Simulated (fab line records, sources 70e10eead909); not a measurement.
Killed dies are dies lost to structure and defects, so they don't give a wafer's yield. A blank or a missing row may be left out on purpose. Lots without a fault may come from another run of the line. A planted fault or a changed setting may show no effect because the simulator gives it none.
Chamber matching | flow nand_harc | NHARC_A_CONTACT_ETCH_75 on rie_diel-06: 4 sister chambers
The step etches the open film in CF4, target depth 39 nm, time 65 s. 8 wafers are shown with their chamber, then 12 later ones without.

WAFERS WITH THEIR CHAMBER
wafer  | chamber | showerhead_plenum_p_Torr (Torr) | drypump_motor_current_A (A)
L088.4 | 0       | 1.79                            | 5.88
L087.6 | 3       | 1.67                            | 5.69
L090.1 | 2       | 1.85                            | 5.56
L090.4 | 1       | 1.73                            | 5.37
L090.6 | 2       | 1.86                            | 5.56
L094.2 | 1       | 1.73                            | 5.37
L094.5 | 3       | 1.67                            | 5.62
L094.6 | 0       | 1.79                            | 5.86

WAFERS WITHOUT THEIR CHAMBER
wafer  | showerhead_plenum_p_Torr (Torr) | drypump_motor_current_A (A)
L092.1 | 1.85                            | 5.58
L092.5 | 1.73                            | 5.37
L092.6 | 1.85                            | 5.55
L096.1 | 1.85                            | 5.55
L096.3 | 1.67                            | 5.60
L096.6 | 1.85                            | 5.57
L095.2 | 1.85                            | 5.55
L095.3 | 1.73                            | 5.36
L095.6 | 1.67                            | 5.61
L097.2 | 1.73                            | 5.38
L097.5 | 1.78                            | 5.87
L097.6 | 1.73                            | 5.37

WHICH CHAMBER EACH WENT THROUGH
wafer  | from the rows above | in truth
L092.1 | 2                   | 2
L092.5 | 1                   | 1
L092.6 | 2                   | 2
L096.1 | 2                   | 2
L096.3 | 3                   | 3
L096.6 | 2                   | 2
L095.2 | 2                   | 2
L095.3 | 1                   | 1
L095.6 | 3                   | 3
L097.2 | 1                   | 1
L097.5 | 0                   | 0
L097.6 | 1                   | 1
Placed correctly: 12 of 12. Can't be placed from these rows: 0. Placed wrongly: 0.
How it was worked out, from the rows above alone: a wafer's distance from a chamber is the root of the sum, over the readings, of the square of ((its reading less the chamber's mean) divided by the reading's scatter). The wafer belongs to the nearest chamber; if the next one is less than 2 further off, it can't be placed. A chamber's mean is the mean of its shown wafers. The scatter: the root of (the sum of the squares of (reading less its chamber's mean) over the shown wafers, divided by (wafers less chambers)).
